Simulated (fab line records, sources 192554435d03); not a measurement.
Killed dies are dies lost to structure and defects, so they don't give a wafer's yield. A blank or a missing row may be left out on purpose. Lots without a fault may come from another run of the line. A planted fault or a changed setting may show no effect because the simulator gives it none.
Problem report in the 8D (eight disciplines) form, filled by code | flow n5_finfet | the parts of the form that need people (team, actions taken, sign-off) are left out

1. THE PROBLEM
spin_speed_rpm at N5_BEOL_M15_COAT_56 reads a mean of 1443.0 rpm on 8 wafers of 3 lots; wafers without a fault read 1499.9 rpm with a standard deviation of 1. That is -57 standard deviations from the usual mean.
The step: time 60 s, resist thk 550 nm.
First seen on wafer L557.3, day 14 08:01, on litho_track-01. The record holds 35 wafers of 12 lots with a number at this step. Rule for "out", or "out of limits": more than 4 standard deviations from the usual mean. The other wafers with a number count as sound.

2. WHAT IT IS AND WHAT IT IS NOT
question                    | is                     | is not
which readings at this step | spin_speed_rpm         | -
which lots                  | L557, L558, L559       | L549, L550, L551, L553, L554, L556, L567, L568, L570
which wafers of those lots  | all that have a number | -
read on which tools         | litho_track-01         | litho_track-02, litho_track-03
when                        | from day 14 08:01      | up to then (18 sound wafers); but 9 sound wafers of L567, L568, L570 came after

3. SUSPECTS, AND WHAT RULES EACH OUT
Counting: a tool at a process step up to the reading stays a suspect if it ran every lot that is out and no sound lot after the first of them.
- litho_track-01 at N5_BEOL_M15_COAT_56 (time 60 s, resist thk 550 nm): ruled out as a lasting fault. Sound lots L570 ran on it after its first lot that is out, L557 (day 14 08:01).
Left after counting: nothing in the record.

4. THE CAUSE (what the simulator had put in)
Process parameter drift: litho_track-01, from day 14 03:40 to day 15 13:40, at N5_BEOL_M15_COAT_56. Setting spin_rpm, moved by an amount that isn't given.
Counting ruled it out, wrongly.

5. THE CHAIN OF EFFECTS, in route order
Each row: a reading whose mean over the struck wafers that have a number lies more than 3 standard deviations from the usual. Only readings for which the record gives a usual standard deviation are gone through. hours: the time from each lot's start at the first step in this table that gives one to its start at this step, as a median over the lots. sigmas: the change in usual standard deviations.
hours | step                | reading        | usual      | on struck wafers | change | sigmas
0     | N5_BEOL_M15_COAT_56 | spin_speed_rpm | 1499.9 rpm | 1443.0           | -56.9  | -57
The process steps in it:
- N5_BEOL_M15_COAT_56: time 60 s, resist thk 550 nm.

6. WHAT WOULD HAVE CAUGHT IT SOONER
In this record the first reading out of limits was taken at day 14 08:01, 4 hours after the fault began at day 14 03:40.
